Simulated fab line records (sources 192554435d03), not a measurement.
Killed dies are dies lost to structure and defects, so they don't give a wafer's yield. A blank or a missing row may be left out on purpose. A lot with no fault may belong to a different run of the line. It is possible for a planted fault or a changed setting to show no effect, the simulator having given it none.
A lot that was struck, set against a sound lot :: flow n5_finfet :: 15 out of 1938 route steps
Sound: these wafers, L950.1, L950.3, L950.6. Struck: wafer L954.3 (left out: L954.2, a lot-mate that was not struck); the cause follows at the end.
Per side, at each step with rows, come the tool, then ch with its chambers, and then its first start. Under that, the readings that differ: sound wafers :: struck wafers :: difference of the means :: sigmas: that difference in standard deviations of wafers without a fault.
alike: readings with means less than 2 such deviations apart, plus words and numbers identical on both sides. not compared: withheld readings, readings lacking a value on some wafer, bounds such as >300 that could conceal the same value, and numbers that have no deviation in the record and whose values overlap.
A row with sigmas, a row that says differs or no value, or rows on one side alone: a step with any of these is where the two part. Numbers that don't overlap but have no deviation are shown without sigmas and don't part them. A reading missing from all wafers of one side parts the sides only when that side holds two or more wafers.

first, 4 steps without rows for these wafers: N5_BEOL_M8_SOFTBAKE_06 (time 60 s); N5_BEOL_M8_EXPOSE_08 (exposes mask M8); N5_BEOL_M8_PEB_09 (peb time 60 s); N5_BEOL_M8_DEVELOP_10 (develop time 30 s).
N5_BEOL_M8_CD_MEAS_11: the cd target is 38.5 nm.
  sound on cd_sem-01 ch 0, day 10 06:03; struck on cd_sem-01 ch 0, day 11 01:02
  alike: cd_nm
N5_BEOL_M8_OVL_MEAS_12:
  sound on overlay-02 ch 0, day 10 06:05; struck on overlay-02 ch 0, day 11 01:04
  alike: M8_OVL
N5_BEOL_M8_INSPECT_13: inspects for defects (brightfield).
  sound on defect_inspect-02 at day 10 06:06; struck on defect_inspect-01 at day 11 01:06
  alike: raw_defect_count
N5_BEOL_M8_DESCUM_16: chemistry O2, time 7.9 s.
  sound on rie_diel-05 ch 1,2,3, day 10 07:33; struck on rie_diel-02 ch 2, day 11 01:21
  alike: drypump_motor_current_A, o2_flow_sccm, oes_product_au, rf_vpp_V, showerhead_plenum_p_Torr, throttle_valve_pct
  not compared: rf_hours_counter_h
N5_BEOL_M8_ETCH_61: etches SiARC in CF4, target depth 45.5 nm, time 75.8 s.
  sound on rie_diel-05 ch 1,2,3, day 10 07:35; struck on rie_diel-02 ch 2, day 11 01:23
  alike: drypump_motor_current_A, etch_rf_on_time_s, oes_product_au, rf_vpp_V, showerhead_plenum_p_Torr, throttle_valve_pct
  not compared: rf_hours_counter_h
N5_BEOL_M8_ETCH_62: etches SOC in N2/H2, target depth 110 nm, overetch 22 nm, time 165 s.
  sound on rie_diel-05 ch 1,2,3, day 10 07:38; struck on rie_diel-02 ch 2, day 11 01:26
reading: n2_flow_sccm (sccm)
sound: 200.5 199.2 200.0
struck: 201.4
difference: +1.5
sigmas: +2
  alike: drypump_motor_current_A, oes_product_au, rf_vpp_V, showerhead_plenum_p_Torr, throttle_valve_pct
  not compared: rf_hours_counter_h
then, 1 step without rows for these wafers: N5_BEOL_M8_STRIP_68 (strips in N2/H2).
N5_BEOL_M8_STRIP_67: strips in CF4.
  sound on rie_diel-05 ch 1,2,3, day 10 07:47; struck on rie_diel-02 ch 2, day 11 01:35
  alike: drypump_motor_current_A, oes_product_au, rf_vpp_V, showerhead_plenum_p_Torr, throttle_valve_pct
  not compared: rf_hours_counter_h
N5_BEOL_M8_HM_OPEN_17: chemistry Cl2/BCl3, target TiN, target depth 20 nm, overetch 6 nm.
  sound on rie_metal-02 ch 0,1, day 10 07:50; struck on rie_metal-02 ch 0, day 11 01:38
reading: model.SOC_of_BEOL_M8_COAT_59.thk_nm (nm)
sound: 92.2 92.4 92.2
struck: 87
difference: -5
sigmas: 
  alike: drypump_motor_current_A, oes_product_au, throttle_valve_pct
  not compared: rf_hours_counter_h
N5_BEOL_M8_STRIP_19: strips in O2.
  sound on rie_diel-02 ch 0,1,2, day 10 08:52; struck on rie_diel-04 ch 0, day 11 01:55
  alike: drypump_motor_current_A, o2_flow_sccm, oes_product_au, rf_vpp_V, showerhead_plenum_p_Torr, throttle_valve_pct
  not compared: rf_hours_counter_h
-- the record jumps here: 3 days lie between the struck wafers' starts before and after (it left off in module BEOL_M8 and takes up again in module PASSIVATION, whose first step shown is number 1936 of the route) --
N5_PASSIVATION_PROBE_49:
  sound on prober-01 at day 13 05:09; struck on prober-02 at day 13 21:59
  alike: defect_limited_yield, killed_at_M0_to_M3, killed_at_M4_up, killed_at_contacts, killed_at_front_end, killed_at_other, killed_dies, killed_open, killed_short, sort_bin_5_function, sort_bin_6_memory, sort_bin_8_speed, sort_n_pass, sort_yield_pct

== WHERE THEY PART ==
At N5_BEOL_M8_ETCH_62 and nowhere else, as far as this record goes. Later steps at which nothing parts them and some readings are alike: N5_BEOL_M8_STRIP_67, N5_BEOL_M8_HM_OPEN_17, N5_BEOL_M8_STRIP_19, N5_PASSIVATION_PROBE_49.

WHY: what had been put in by the simulator
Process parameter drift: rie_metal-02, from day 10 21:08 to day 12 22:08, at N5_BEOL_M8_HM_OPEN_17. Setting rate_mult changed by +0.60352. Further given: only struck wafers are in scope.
